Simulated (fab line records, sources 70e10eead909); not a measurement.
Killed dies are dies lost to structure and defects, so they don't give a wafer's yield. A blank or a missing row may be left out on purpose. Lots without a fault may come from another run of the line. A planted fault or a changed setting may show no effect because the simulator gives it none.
fab line records | flow nand_harc
record lots=5 wafers=15 last_day=25
route steps=1159 shown P_GATE@159
lots that met no fault: from a run of the same line without faults
start_h: hours from the record's first day to the start of the lot's first wafer shown | wait_h: hours since the lot's step before | " the same as in the row above | L1.1+2: a row that stands for several wafers | - no value, or no start given | * or withheld: withheld | < > ~ a bound
route shown NAME@n: a module of which the file shows steps, and the number in the route of the first | usual: mean/standard deviation of fault-free wafers | same: alike in all rows | chamber/n: place in a boat | sites: the reading at each site | _std_site: their standard deviation | _edge_site: outer sites' mean less inner sites' | radius_mm: how far each site lies from the wafer's centre | mask NAME#n: copy n | behind: the tool/chamber that last shaped the wafer | hold: why the lot was held/for how many hours/how that ended | device: the transistor (n, p or np) that didn't switch | end of line: the same wafers' tests at the end of the route | a step without rows: its recipe alone | killed: dies lost to structure and defects at the first sort, not the wafer's yield | map: a wafer's dies, x killed, . not, _ none there
set.NAME: the setting as run; set.NAME@STEP: as run at that earlier step | model.NAME: the simulator's own value behind a step, which no gauge read
lots at some steps of the route; a table a step, a row a wafer
services: from which hour (start_h, from the record's first day; less than 0 if before it) a tool's chamber was out of use, for how many hours, and why
## steps
# step NHARC_P_GATE_SRD_98
# columns lot.wafer tool chamber start_h wait_h
L081.6+5+2 wet_bench-03 6,7,2 - -
L083.4+5+2 wet_bench-07 2,3,6 - -
L085.6+2+1 wet_bench-07 5,6,2 - -
L089.4+6+3 wet_bench-07 6,2,3 - -
L092.3+2+4 wet_bench-07 3,4,6 - -
# step NHARC_P_GATE_PRECLEAN_99
# recipe time_s=* temp_c=50 bath_age_min=0 chemistry=SC1
# columns lot.wafer tool chamber start_h wait_h
L081.6+5+2 wet_bench-03 6,7,2 - -
L083.4+5+2 wet_bench-07 2,3,6 - -
L085.6+2+1 wet_bench-07 5,6,2 - -
L089.4+6+3 wet_bench-07 6,2,3 - -
L092.3+2+4 wet_bench-07 3,4,6 - -
# step NHARC_P_GATE_SRD_100
# columns lot.wafer tool chamber start_h wait_h
L081.6+5+2 wet_bench-03 6,7,2 - -
L083.4+5+2 wet_bench-07 2,3,6 - -
L085.6+2+1 wet_bench-07 5,6,2 - -
L089.4+6+3 wet_bench-07 6,2,3 - -
L092.3+2+4 wet_bench-07 3,4,6 - -
# step NHARC_P_GATE_DEHYDRATE_38
# recipe temp_c=150 time_s=120
# columns lot.wafer tool chamber start_h wait_h
L081.2+5+6 litho_track-07 0 141.16 -
L083.2+4+5 litho_track-07 0 155.23 -
L085.1+2+6 litho_track-05 0 176.44 -
L089.3+4+6 litho_track-05 0 191.48 -
L092.2+3+4 litho_track-03 0 209.41 -
# step NHARC_P_GATE_HMDS_39
# recipe time_s=30
# columns lot.wafer tool chamber start_h wait_h
L081.2+5+6 litho_track-07 0 - -
L083.2+4+5 litho_track-07 0 - -
L085.1+2+6 litho_track-05 0 - -
L089.3+4+6 litho_track-05 0 - -
L092.2+3+4 litho_track-03 0 - -
# step NHARC_P_GATE_COAT_40
# recipe spin_rpm=3000
# usual spin_speed_rpm=2999.9/1.8
# columns lot.wafer tool chamber start_h wait_h spin_speed_rpm
L081.2 litho_track-07 0 - - 3002.7
L081.5 " 0 " " 2999.2
L081.6 " 0 " " 2998.9
L083.2 litho_track-07 0 - - 2999.4
L083.4 " 0 " " 2996.9
L083.5 " 0 " " 2999.4
L085.1 litho_track-05 0 - - 3001.4
L085.2 " 0 " " 3001.0
L085.6 " 0 " " 3000.6
L089.3 litho_track-05 0 - - 3002.7
L089.4 " 0 " " 2998.5
L089.6 " 0 " " 3003.5
L092.2 litho_track-03 0 - - 3001.2
L092.3 " 0 " " 2999.8
L092.4 " 0 " " 2997.1
# step NHARC_P_GATE_SOFTBAKE_41
# recipe temp_c=122 time_s=95
# columns lot.wafer tool chamber start_h wait_h
L081.2+5+6 litho_track-07 0 - -
L083.2+4+5 litho_track-07 0 - -
L085.1+2+6 litho_track-05 0 - -
L089.3+4+6 litho_track-05 0 - -
L092.2+3+4 litho_track-03 0 - -
# step NHARC_P_GATE_EBR_42
# columns lot.wafer tool chamber start_h wait_h
L081.2+5+6 litho_track-07 0 - -
L083.2+4+5 litho_track-07 0 - -
L085.1+2+6 litho_track-05 0 - -
L089.3+4+6 litho_track-05 0 - -
L092.2+3+4 litho_track-03 0 - -
# step NHARC_P_GATE_EXPOSE_43
# recipe na=0.6 target_cd_nm=720 dose_mj=14.81 mask_id=P_NSD
# columns lot.wafer tool chamber start_h wait_h mask
L081.2+5+6 krf_scanner-02 0 141.31 - P_NSD#0
L083.2+4+5 krf_scanner-03 0 155.50 - P_NSD#0
L085.1+2+6 krf_scanner-03 0 176.71 - P_NSD#0
L089.3+4+6 krf_scanner-04 0 191.76 - P_NSD#0
L092.2+3+4 krf_scanner-03 0 209.57 - P_NSD#0
# step NHARC_P_GATE_PEB_44
# recipe peb_temp_c=118 peb_time_s=85
# columns lot.wafer tool chamber start_h wait_h
L081.2+5+6 litho_track-05 0 141.37 0.1
L083.2+4+5 litho_track-03 0 155.56 0.1
L085.1+2+6 litho_track-03 0 176.77 0.1
L089.3+4+6 litho_track-03 0 191.82 0.1
L092.2+3+4 litho_track-07 0 209.64 0.1
# step NHARC_P_GATE_DEVELOP_45
# recipe time_s=70
# columns lot.wafer tool chamber start_h wait_h
L081.2+5+6 litho_track-05 0 - -
L083.2+4+5 litho_track-03 0 - -
L085.1+2+6 litho_track-03 0 - -
L089.3+4+6 litho_track-03 0 - -
L092.2+3+4 litho_track-07 0 - -
# step NHARC_P_GATE_CD_MEAS_46
# recipe target_cd_nm=720 landing_energy_ev=500
# usual cd_nm=720.2/1.6
# columns lot.wafer tool chamber start_h wait_h cd_nm
L081.2 cd_sem-01 0 141.46 - 721.1
L081.5 " 0 " " 718.8
L081.6 " 0 " " 721.5
L083.2 cd_sem-02 0 155.65 - 719.6
L083.4 " 0 " " 721.9
L083.5 " 0 " " 721.5
L085.1 cd_sem-02 0 176.86 - 721.3
L085.2 " 0 " " 719.5
L085.6 " 0 " " 717.0
L089.3 cd_sem-02 0 191.91 - 718.9
L089.4 " 0 " " 720.0
L089.6 " 0 " " 721.1
L092.2 cd_sem-02 0 209.73 - 719.7
L092.3 " 0 " " 720.7
L092.4 " 0 " " 719.1
# step NHARC_P_GATE_HARDBAKE_47
# recipe temp_c=125 time_s=80
# columns lot.wafer tool chamber start_h wait_h
L081.2+5+6 litho_track-03 0 141.54 -
L083.2+4+5 litho_track-05 0 155.73 -
L085.1+2+6 litho_track-05 0 176.94 -
L089.3+4+6 litho_track-03 0 191.99 -
L092.2+3+4 litho_track-07 0 209.81 -
# step NHARC_P_GATE_DESCUM_48
# recipe time_s=3 o2_flow_sccm=200 ar_flow_sccm=0 bias_power_w=0 chemistry=O2
# usual drypump_motor_current_A=5.8/0.44 oes_product_au=0.999/0.0082 rf_vpp_V=57.9/0.8 showerhead_plenum_p_Torr=1.92/0.093 throttle_valve_pct=11.311/0.0097
# columns lot.wafer tool chamber start_h wait_h drypump_motor_current_A oes_product_au rf_hours_counter_h rf_vpp_V showerhead_plenum_p_Torr throttle_valve_pct
L081.2 rie_diel-04 0 141.65 - 5.9 1.000 3 57.6 1.96 11.306
L081.5 " 1 " " 5.4 0.986 - 59.4 2.05 11.310
L081.6 " 2 " " 5.8 0.998 - 58.2 1.90 11.305
L083.2 rie_diel-13 2 155.81 - 6.5 1.008 18 57.8 1.78 11.317
L083.4 " 3 " " 5.4 0.998 15 57.5 1.79 11.322
L083.5 " 2 " " 6.5 1.011 - 57.1 1.78 11.311
L085.2 rie_diel-04 0 177.02 - 5.9 0.994 9 58.1 1.96 11.316
L085.1 " 3 " " 5.1 1.001 8 57.0 1.83 11.305
L085.6 " 0 " " 5.8 0.994 - 58.7 1.96 11.297
L089.4 rie_diel-04 0 192.07 - 5.8 0.984 12 57.9 1.96 11.332
L089.3 " 3 " " 5.1 0.976 12 57.8 1.83 11.304
L089.6 " 1 " " 5.5 0.993 - 59.4 2.05 11.296
L092.3 rie_diel-13 2 209.89 - 6.5 1.007 37 57.2 1.77 11.300
L092.2 " 0 " " 5.7 0.982 35 57.6 1.95 11.339
L092.4 " 2 " " 6.5 1.009 - 56.9 1.77 11.304
# step NHARC_P_GATE_IMPLANT_49
# recipe energy_kev=30 dose_cm2=3e+15 tilt_deg=7
# usual end_station_pressure_torr=1.06e-05/6.7e-07 faraday_current_uA=11092/540
# same implant_ion_amu=75
# columns lot.wafer tool chamber start_h wait_h end_station_pressure_torr faraday_current_uA
L081.2 implanter-01 0 141.79 0.1 1.09e-05 11553
L081.5 " 0 " " 1.14e-05 11534
L081.6 " 0 " " 1.06e-05 11614
L083.2 implanter-02 0 155.99 0.2 1.03e-05 10781
L083.4 " 0 " " 1.19e-05 10800
L083.5 " 0 " " 1.06e-05 10451
L085.1 implanter-01 0 177.17 0.1 1.22e-05 11426
L085.2 " 0 " " 1.05e-05 11683
L085.6 " 0 " " 1.11e-05 11377
L089.3 implanter-02 0 192.28 0.2 1.07e-05 10844
L089.4 " 0 " " 1.02e-05 10585
L089.6 " 0 " " 9.6e-06 10697
L092.2 implanter-01 0 210.09 0.2 1.06e-05 11590
L092.3 " 0 " " 1.09e-05 11576
L092.4 " 0 " " 1.05e-05 11499
# step NHARC_P_GATE_STRIP_111
# recipe power_w=1500 temp_c=110 time_s=250 chemistry=N2/H2
# usual drypump_motor_current_A=5.32/0.27 heater_power_w=94/9.6
# columns lot.wafer tool chamber start_h wait_h drypump_motor_current_A heater_power_w rf_hours_counter_h
L081.2 plasma_asher-01 1 141.99 0.2 5.13 106 7
L081.6 " 1 " " 5.13 106 -
L081.5 " 0 " " 5.10 91 -
L083.2 plasma_asher-02 1 156.39 0.4 5.73 87 43
L083.4 " 1 " " 5.75 88 -
L083.5 " 0 " " 5.58 81 -
L085.2 plasma_asher-01 0 177.42 0.2 5.10 96 22
L085.1 " 1 " " 5.14 105 22
L085.6 " 1 " " 5.12 106 -
L089.4 plasma_asher-02 0 192.69 0.3 5.58 80 -
L089.3 " 1 " " 5.70 85 -
L089.6 " 0 " " 5.59 77 -
L092.2 plasma_asher-01 1 210.33 0.2 5.14 105 35
L092.4 " 0 " " 5.11 97 -
L092.3 " 1 " " 5.13 104 -
# step NHARC_P_GATE_STRIP_75
# recipe power_w=1500 temp_c=250 chemistry=O2
# usual drypump_motor_current_A=5.32/0.27 heater_power_w=350/35
# columns lot.wafer tool chamber start_h wait_h drypump_motor_current_A heater_power_w rf_hours_counter_h
L081.2 plasma_asher-01 1 142.29 0.3 5.13 384 7
L081.6 " 1 " " 5.11 393 -
L081.5 " 0 " " 5.11 352 -
L083.2 plasma_asher-02 1 156.66 0.2 5.75 332 43
L083.4 " 1 " " 5.72 328 -
L083.5 " 0 " " 5.58 300 -
L085.2 plasma_asher-01 0 177.72 0.3 5.09 349 23
L085.1 " 1 " " 5.10 391 23
L085.6 " 1 " " 5.12 397 -
L089.4 plasma_asher-02 0 192.91 0.2 5.58 296 -
L089.3 " 1 " " 5.70 329 -
L089.6 " 0 " " 5.59 296 -
L092.2 plasma_asher-01 1 210.60 0.2 5.12 385 35
L092.4 " 0 " " 5.12 355 -
L092.3 " 1 " " 5.12 397 -
# step NHARC_P_GATE_STRIP_50
# recipe time_s=900 temp_c=130 chemistry=SPM
# columns lot.wafer tool chamber start_h wait_h
L081.6+5+2 wet_bench-03 7,0,1 142.45 0.1
L083.4+2+5 wet_bench-03 2,4,7 156.79 0.1
L085.2+1+6 wet_bench-03 7,1,3 177.87 0.1
L089.6+3+4 wet_bench-05 6,7,3 193.04 0.1
L092.2+3+4 wet_bench-05 0,2,3 210.73 0.1
# step NHARC_P_GATE_DEHYDRATE_51
# recipe temp_c=150 time_s=120
# columns lot.wafer tool chamber start_h wait_h
L081.2+5+6 litho_track-05 0 142.79 -
L083.2+4+5 litho_track-05 0 157.16 -
L085.1+2+6 litho_track-07 0 178.23 -
L089.3+4+6 litho_track-05 0 193.39 -
L092.2+3+4 litho_track-03 0 211.08 -
# step NHARC_P_GATE_HMDS_52
# recipe time_s=30
# columns lot.wafer tool chamber start_h wait_h
L081.2+5+6 litho_track-05 0 - -
L083.2+4+5 litho_track-05 0 - -
L085.1+2+6 litho_track-07 0 - -
L089.3+4+6 litho_track-05 0 - -
L092.2+3+4 litho_track-03 0 - -
# step NHARC_P_GATE_COAT_53
# recipe spin_rpm=3000
# usual spin_speed_rpm=3000.5/1.9
# columns lot.wafer tool chamber start_h wait_h spin_speed_rpm
L081.2 litho_track-05 0 - - 3000.6
L081.5 " 0 " " 3003.3
L081.6 " 0 " " 3001.1
L083.2 litho_track-05 0 - - 3001.2
L083.4 " 0 " " 2999.6
L083.5 " 0 " " 2997.8
L085.1 litho_track-07 0 - - 3000.2
L085.2 " 0 " " 3003.3
L085.6 " 0 " " 2999.7
L089.3 litho_track-05 0 - - 3000.1
L089.4 " 0 " " 3001.5
L089.6 " 0 " " 3001.9
L092.2 litho_track-03 0 - - 3002.2
L092.3 " 0 " " 2998.1
L092.4 " 0 " " 3001.4
# step NHARC_P_GATE_SOFTBAKE_54
# recipe temp_c=122 time_s=95
# columns lot.wafer tool chamber start_h wait_h
L081.2+5+6 litho_track-05 0 - -
L083.2+4+5 litho_track-05 0 - -
L085.1+2+6 litho_track-07 0 - -
L089.3+4+6 litho_track-05 0 - -
L092.2+3+4 litho_track-03 0 - -
# step NHARC_P_GATE_EBR_55
# columns lot.wafer tool chamber start_h wait_h
L081.2+5+6 litho_track-05 0 - -
L083.2+4+5 litho_track-05 0 - -
L085.1+2+6 litho_track-07 0 - -
L089.3+4+6 litho_track-05 0 - -
L092.2+3+4 litho_track-03 0 - -
# step NHARC_P_GATE_EXPOSE_56
# recipe na=0.6 target_cd_nm=720 dose_mj=14.81 mask_id=P_PSD
# columns lot.wafer tool chamber start_h wait_h mask
L081.2+5+6 krf_scanner-03 0 143.06 - P_PSD#0
L083.2+4+5 krf_scanner-04 0 157.31 - P_PSD#0
L085.1+2+6 krf_scanner-02 0 178.50 - P_PSD#0
L089.3+4+6 krf_scanner-02 0 193.67 - P_PSD#0
L092.2+3+4 krf_scanner-03 0 211.36 - P_PSD#0
# step NHARC_P_GATE_PEB_57
# recipe peb_temp_c=118 peb_time_s=85
# columns lot.wafer tool chamber start_h wait_h
L081.2+5+6 litho_track-03 0 143.12 0.1
L083.2+4+5 litho_track-05 0 157.37 0.1
L085.1+2+6 litho_track-03 0 178.57 0.1
L089.3+4+6 litho_track-05 0 193.73 0.1
L092.2+3+4 litho_track-07 0 211.42 0.1
# step NHARC_P_GATE_DEVELOP_58
# recipe time_s=70
# columns lot.wafer tool chamber start_h wait_h
L081.2+5+6 litho_track-03 0 - -
L083.2+4+5 litho_track-05 0 - -
L085.1+2+6 litho_track-03 0 - -
L089.3+4+6 litho_track-05 0 - -
L092.2+3+4 litho_track-07 0 - -
# step NHARC_P_GATE_CD_MEAS_59
# recipe target_cd_nm=720 landing_energy_ev=500
# usual cd_nm=720.9/1.5
# columns lot.wafer tool chamber start_h wait_h cd_nm
L081.2 cd_sem-02 0 143.21 - 716.4
L081.5 " 0 " " 717.7
L081.6 " 0 " " 718.6
L083.2 cd_sem-02 0 157.46 - 725.5
L083.4 " 0 " " 721.0
L083.5 " 0 " " 723.5
L085.1 cd_sem-01 0 178.66 - 719.2
L085.2 " 0 " " 721.1
L085.6 " 0 " " 721.7
L089.3 cd_sem-03 0 193.82 - 722.9
L089.4 " 0 " " 721.5
L089.6 " 0 " " 722.5
L092.2 cd_sem-01 0 211.52 - 721.9
L092.3 " 0 " " 722.2
L092.4 " 0 " " 722.3
# step NHARC_P_GATE_HARDBAKE_60
# recipe temp_c=125 time_s=80
# columns lot.wafer tool chamber start_h wait_h
L081.2+5+6 litho_track-07 0 143.29 -
L083.2+4+5 litho_track-07 0 157.54 -
L085.1+2+6 litho_track-05 0 178.74 -
L089.3+4+6 litho_track-05 0 193.90 -
L092.2+3+4 litho_track-03 0 211.60 -
# step NHARC_P_GATE_DESCUM_61
# recipe time_s=3 o2_flow_sccm=200 ar_flow_sccm=0 bias_power_w=0 chemistry=O2
# usual drypump_motor_current_A=5.8/0.46 oes_product_au=0.998/0.0089 rf_vpp_V=57.7/0.85 showerhead_plenum_p_Torr=1.91/0.086 throttle_valve_pct=11.311/0.0091
# columns lot.wafer tool chamber start_h wait_h drypump_motor_current_A oes_product_au rf_hours_counter_h rf_vpp_V showerhead_plenum_p_Torr throttle_valve_pct
L081.2 rie_diel-04 0 143.38 - 5.8 0.996 3 56.9 1.96 11.325
L081.5 " 3 " " 5.1 0.986 - 58.2 1.83 11.320
L081.6 " 0 " " 5.8 0.995 - 57.1 1.96 11.313
L083.2 rie_diel-06 1 157.63 - 6.5 0.998 25 57.9 2.02 11.308
L083.4 " 3 " " 6.3 1.002 34 56.6 1.79 11.311
L083.5 " 1 " " 6.5 1.008 - 58.0 2.02 11.331
L085.2 rie_diel-06 2 178.82 - 6.4 0.999 41 58.5 1.97 11.301
L085.1 " 0 " " 5.9 0.995 39 57.8 1.97 11.317
L085.6 " 2 " " 6.5 1.010 - 56.4 1.97 11.314
L089.3 rie_diel-06 1 194.05 - 6.5 1.009 39 57.8 2.01 11.313
L089.4 " 1 " " 6.5 1.005 - 57.0 2.01 11.321
L089.6 " 0 " " 6.0 1.006 - 58.1 1.97 11.305
L092.2 rie_diel-04 2 211.69 - 5.8 1.009 17 57.8 1.89 11.309
L092.4 " 0 " " 5.9 1.002 19 57.8 1.96 11.297
L092.3 " 1 " " 5.5 1.007 18 58.9 2.05 11.328
# step NHARC_P_GATE_IMPLANT_62
# recipe energy_kev=20 dose_cm2=3e+15 tilt_deg=7
# usual end_station_pressure_torr=1.06e-05/6.6e-07 faraday_current_uA=11202/540
# same implant_ion_amu=49
# columns lot.wafer tool chamber start_h wait_h end_station_pressure_torr faraday_current_uA
L081.2 implanter-02 0 143.55 0.2 9.8e-06 10500
L081.5 " 0 " " 1.04e-05 10577
L081.6 " 0 " " 9.9e-06 11136
L083.2 implanter-02 0 157.79 0.2 1.05e-05 10719
L083.4 " 0 " " 1.04e-05 11012
L083.5 " 0 " " 9.3e-06 10881
L085.1 implanter-01 0 178.96 0.1 1.05e-05 11665
L085.2 " 0 " " 1.02e-05 11783
L085.6 " 0 " " 1.06e-05 11782
L089.3 implanter-02 0 194.28 0.2 9.6e-06 10876
L089.4 " 0 " " 9.2e-06 10755
L089.6 " 0 " " 1.11e-05 10737
L092.2 implanter-02 0 211.86 0.2 1.03e-05 10949
L092.3 " 0 " " 9.9e-06 10719
L092.4 " 0 " " 9.6e-06 10606
# step NHARC_P_GATE_STRIP_112
# recipe power_w=1500 temp_c=110 time_s=200 chemistry=N2/H2
# usual drypump_motor_current_A=5.39/0.28 heater_power_w=92/9.8
# columns lot.wafer tool chamber start_h wait_h drypump_motor_current_A heater_power_w rf_hours_counter_h
L081.2 plasma_asher-01 0 143.78 0.2 5.12 96 8
L081.5 " 1 " " 5.12 106 -
L081.6 " 0 " " 5.10 93 -
L083.2 plasma_asher-01 0 158.03 0.2 5.09 93 13
L083.4 " 0 " " 5.10 95 -
L083.5 " 0 " " 5.10 94 -
L085.1 plasma_asher-02 0 179.18 0.2 5.58 80 53
L085.2 " 1 " " 5.73 89 53
L085.6 " 1 " " 5.73 85 -
L089.3 plasma_asher-02 1 194.53 0.2 5.72 87 -
L089.4 " 0 " " 5.58 76 -
L089.6 " 0 " " 5.58 78 -
L092.2 plasma_asher-01 0 212.10 0.2 5.09 94 36
L092.3 " 1 " " 5.14 105 -
L092.4 " 0 " " 5.09 96 -
# step NHARC_P_GATE_STRIP_76
# recipe power_w=1500 temp_c=250 chemistry=O2
# usual drypump_motor_current_A=5.39/0.28 heater_power_w=342/37
# columns lot.wafer tool chamber start_h wait_h drypump_motor_current_A heater_power_w rf_hours_counter_h
L081.2 plasma_asher-01 0 144.01 0.2 5.09 344 8
L081.5 " 1 " " 5.15 399 -
L081.6 " 0 " " 5.11 344 -
L083.2 plasma_asher-01 0 158.26 0.2 5.11 352 13
L083.4 " 0 " " 5.08 351 -
L083.5 " 0 " " 5.10 355 -
L085.1 plasma_asher-02 0 179.44 0.2 5.57 294 54
L085.2 " 1 " " 5.75 333 54
L085.6 " 1 " " 5.71 325 -
L089.3 plasma_asher-02 1 194.72 0.2 5.72 326 -
L089.4 " 0 " " 5.60 296 -
L089.6 " 0 " " 5.59 293 -
L092.2 plasma_asher-01 0 212.33 0.2 5.11 347 36
L092.3 " 1 " " 5.15 382 -
L092.4 " 0 " " 5.10 363 -
# step NHARC_P_GATE_STRIP_63
# recipe time_s=900 temp_c=130 chemistry=SPM
# columns lot.wafer tool chamber start_h wait_h
L081.5+2+6 wet_bench-05 5,0,1 144.15 0.1
L083.4+2+5 wet_bench-07 7,2,3 158.41 0.1
L085.6+1+2 wet_bench-05 7,1,2 179.60 0.1
L089.3+6+4 wet_bench-05 6,0,1 194.84 0.1
L092.2+4+3 wet_bench-05 6,1,2 212.46 0.1
# step NHARC_P_GATE_DEHYDRATE_83
# recipe temp_c=150 time_s=120
# columns lot.wafer tool chamber start_h wait_h
L081.2+5+6 litho_track-05 0 144.49 -
L083.2+4+5 litho_track-03 0 158.75 -
L085.1+2+6 litho_track-07 0 179.94 -
L089.3+4+6 litho_track-05 0 195.19 -
L092.2+3+4 litho_track-03 0 212.81 -
# step NHARC_P_GATE_HMDS_84
# recipe time_s=30
# columns lot.wafer tool chamber start_h wait_h
L081.2+5+6 litho_track-05 0 - -
L083.2+4+5 litho_track-03 0 - -
L085.1+2+6 litho_track-07 0 - -
L089.3+4+6 litho_track-05 0 - -
L092.2+3+4 litho_track-03 0 - -
# step NHARC_P_GATE_COAT_85
# recipe spin_rpm=3000
# usual spin_speed_rpm=3000.0/1.7
# columns lot.wafer tool chamber start_h wait_h spin_speed_rpm
L081.2 litho_track-05 0 - - 3001.4
L081.5 " 0 " " 3000.6
L081.6 " 0 " " 3004.0
L083.2 litho_track-03 0 - - 3001.1
L083.4 " 0 " " 2998.2
L083.5 " 0 " " 2999.4
L085.1 litho_track-07 0 - - 3001.8
L085.2 " 0 " " 3001.9
L085.6 " 0 " " 3001.9
L089.3 litho_track-05 0 - - 2999.4
L089.4 " 0 " " 2999.9
L089.6 " 0 " " 3001.5
L092.2 litho_track-03 0 - - 2999.0
L092.3 " 0 " " 3000.0
L092.4 " 0 " " 2999.6
# step NHARC_P_GATE_SOFTBAKE_86
# recipe temp_c=122 time_s=95
# columns lot.wafer tool chamber start_h wait_h
L081.2+5+6 litho_track-05 0 - -
L083.2+4+5 litho_track-03 0 - -
L085.1+2+6 litho_track-07 0 - -
L089.3+4+6 litho_track-05 0 - -
L092.2+3+4 litho_track-03 0 - -
# step NHARC_P_GATE_EBR_87
# columns lot.wafer tool chamber start_h wait_h
L081.2+5+6 litho_track-05 0 - -
L083.2+4+5 litho_track-03 0 - -
L085.1+2+6 litho_track-07 0 - -
L089.3+4+6 litho_track-05 0 - -
L092.2+3+4 litho_track-03 0 - -
# step NHARC_P_GATE_EXPOSE_88
# recipe na=0.6 target_cd_nm=2000 dose_mj=11.87 mask_id=P_HVN
# columns lot.wafer tool chamber start_h wait_h mask
L081.2+5+6 krf_scanner-02 0 144.76 - P_HVN#0
L083.2+4+5 krf_scanner-04 0 159.03 - P_HVN#0
L085.1+2+6 krf_scanner-03 0 180.21 - P_HVN#0
L089.3+4+6 krf_scanner-04 0 195.35 - P_HVN#0
L092.2+3+4 krf_scanner-04 0 212.96 - P_HVN#0
# step NHARC_P_GATE_PEB_89
# recipe peb_temp_c=118 peb_time_s=85
# columns lot.wafer tool chamber start_h wait_h
L081.2+5+6 litho_track-07 0 144.82 0.1
L083.2+4+5 litho_track-07 0 159.10 0.1
L085.1+2+6 litho_track-07 0 180.27 0.1
L089.3+4+6 litho_track-05 0 195.40 0.1
L092.2+3+4 litho_track-05 0 213.02 0.1
# step NHARC_P_GATE_DEVELOP_90
# recipe time_s=70
# columns lot.wafer tool chamber start_h wait_h
L081.2+5+6 litho_track-07 0 - -
L083.2+4+5 litho_track-07 0 - -
L085.1+2+6 litho_track-07 0 - -
L089.3+4+6 litho_track-05 0 - -
L092.2+3+4 litho_track-05 0 - -
# step NHARC_P_GATE_CD_MEAS_91
# recipe target_cd_nm=2000 landing_energy_ev=500
# usual cd_nm=2000.1/1.8
# columns lot.wafer tool chamber start_h wait_h cd_nm
L081.2 cd_sem-01 0 144.92 - 1999.3
L081.5 " 0 " " 2001.4
L081.6 " 0 " " 2000.7
L083.2 cd_sem-03 0 159.19 - 1999.7
L083.4 " 0 " " 1996.9
L083.5 " 0 " " 2000.7
L085.1 cd_sem-01 0 180.36 - 1998.3
L085.2 " 0 " " 2000.9
L085.6 " 0 " " 1998.7
L089.3 cd_sem-01 0 195.50 - 2001.1
L089.4 " 0 " " 2000.8
L089.6 " 0 " " 2000.1
L092.2 cd_sem-02 0 213.11 - 2000.9
L092.3 " 0 " " 2001.9
L092.4 " 0 " " 2002.2
# step NHARC_P_GATE_HARDBAKE_92
# recipe temp_c=125 time_s=80
# columns lot.wafer tool chamber start_h wait_h
L081.2+5+6 litho_track-05 0 145.00 -
L083.2+4+5 litho_track-03 0 159.27 -
L085.1+2+6 litho_track-03 0 180.44 -
L089.3+4+6 litho_track-03 0 195.58 -
L092.2+3+4 litho_track-07 0 213.19 -
# step NHARC_P_GATE_DESCUM_93
# recipe time_s=3 o2_flow_sccm=200 ar_flow_sccm=0 bias_power_w=0 chemistry=O2
# usual drypump_motor_current_A=5.8/0.45 oes_product_au=0.997/0.0086 rf_vpp_V=57.9/0.93 showerhead_plenum_p_Torr=1.92/0.091 throttle_valve_pct=11.312/0.0094
# columns lot.wafer tool chamber start_h wait_h drypump_motor_current_A oes_product_au rf_hours_counter_h rf_vpp_V showerhead_plenum_p_Torr throttle_valve_pct
L081.2 rie_diel-06 1 145.09 - 6.5 1.004 21 57.9 2.02 11.320
L081.6 " 0 " " 5.9 0.998 - 56.2 1.97 11.321
L081.5 " 1 " " 6.6 1.000 - 57.0 2.02 11.327
L083.4 rie_diel-04 0 159.37 - 5.8 0.989 5 58.4 1.96 11.314
L083.2 " 1 " " 5.5 0.991 5 58.6 2.05 11.314
L083.5 " 3 " " 5.1 0.985 - 58.1 1.83 11.316
L085.2 rie_diel-04 1 180.53 - 5.5 0.997 9 60.4 2.05 11.312
L085.1 " 3 " " 5.1 0.994 9 56.3 1.83 11.317
L085.6 " 2 " " 5.8 1.015 - 57.5 1.90 11.326
L089.4 rie_diel-04 0 195.65 - 5.8 1.006 13 59.3 1.96 11.320
L089.3 " 2 " " 5.8 1.020 12 57.6 1.90 11.316
L089.6 " 0 " " 5.8 1.005 - 58.1 1.96 11.303
L092.2 rie_diel-13 2 213.27 - 6.5 0.992 38 56.3 1.77 11.312
L092.3 " 3 " " 5.4 0.994 35 58.7 1.78 11.327
L092.4 " 0 " " 5.6 0.976 - 57.8 1.95 11.311
# step NHARC_P_GATE_IMPLANT_94
# recipe energy_kev=60 dose_cm2=2e+15 tilt_deg=7
# usual end_station_pressure_torr=1.21e-05/6.9e-07 faraday_current_uA=11215/500
# same implant_ion_amu=31
# columns lot.wafer tool chamber start_h wait_h end_station_pressure_torr faraday_current_uA
L081.2 implanter-02 0 145.25 0.2 1.21e-05 10453
L081.5 " 0 " " 1.16e-05 10597
L081.6 " 0 " " 1.23e-05 10533
L083.2 implanter-01 0 159.53 0.1 1.19e-05 11808
L083.4 " 0 " " 1.17e-05 11776
L083.5 " 0 " " 1.12e-05 12006
L085.1 implanter-01 0 180.67 0.1 1.33e-05 11152
L085.2 " 0 " " 1.26e-05 11900
L085.6 " 0 " " 1.23e-05 11551
L089.3 implanter-02 0 195.86 0.2 1.13e-05 10718
L089.4 " 0 " " 1.17e-05 10818
L089.6 " 0 " " 1.17e-05 10650
L092.2 implanter-01 0 213.47 0.2 1.19e-05 11995
L092.3 " 0 " " 1.26e-05 11653
L092.4 " 0 " " 1.24e-05 11492
# step NHARC_P_GATE_STRIP_113
# recipe power_w=1500 temp_c=110 time_s=740 chemistry=N2/H2
# usual drypump_motor_current_A=5.44/0.28 heater_power_w=90/9.7
# columns lot.wafer tool chamber start_h wait_h drypump_motor_current_A heater_power_w rf_hours_counter_h
L081.2 plasma_asher-01 1 145.44 0.2 5.13 104 8
L081.5 " 1 " " 5.16 104 -
L081.6 " 0 " " 5.10 94 -
L083.2 plasma_asher-01 1 159.84 0.3 5.13 107 13
L083.4 " 0 " " 5.09 95 -
L083.5 " 1 " " 5.13 106 -
L085.2 plasma_asher-01 0 181.29 0.6 5.11 93 25
L085.1 " 1 " " 5.13 106 25
L085.6 " 1 " " 5.14 106 -
L089.4 plasma_asher-02 1 196.27 0.3 5.74 86 -
L089.3 " 0 " " 5.59 81 -
L089.6 " 0 " " 5.59 78 -
L092.2 plasma_asher-02 1 213.79 0.3 5.72 86 7
L092.4 " 0 " " 5.58 78 -
L092.3 " 1 " " 5.74 83 -
## services
# columns tool chamber start_h hours kind
krf_scanner-02 - 118.00 14.8 repair
rie_diel-04 0 121.00 - clean
rie_diel-04 1 121.00 - clean
rie_diel-04 2 121.00 - clean
rie_diel-04 3 121.00 - clean
krf_scanner-04 - 126.00 4.0 pm
krf_scanner-04 - 133.76 1.4 repair
wet_bench-03 - 146.40 8.0 pm
krf_scanner-03 - 168.00 4.0 pm
krf_scanner-04 - 182.71 1.1 repair
plasma_asher-02 - 183.31 9.0 pm
plasma_asher-02 0 183.31 9.0 vent_cycle
plasma_asher-02 1 183.31 9.0 vent_cycle
litho_track-07 - 189.00 7.0 pm
rie_diel-06 3 190.61 4.7 repair
plasma_asher-01 - 191.68 6.0 repair
plasma_asher-02 0 192.31 - clean
plasma_asher-02 1 192.31 - clean
wet_bench-05 - 196.80 8.0 pm
rie_diel-06 1 199.82 13.2 repair
implanter-01 - 203.11 2.9 repair
krf_scanner-02 - 210.00 4.0 pm
rie_diel-04 - 212.19 0.4 repair
litho_track-03 - 213.00 7.0 pm
## key
fault none
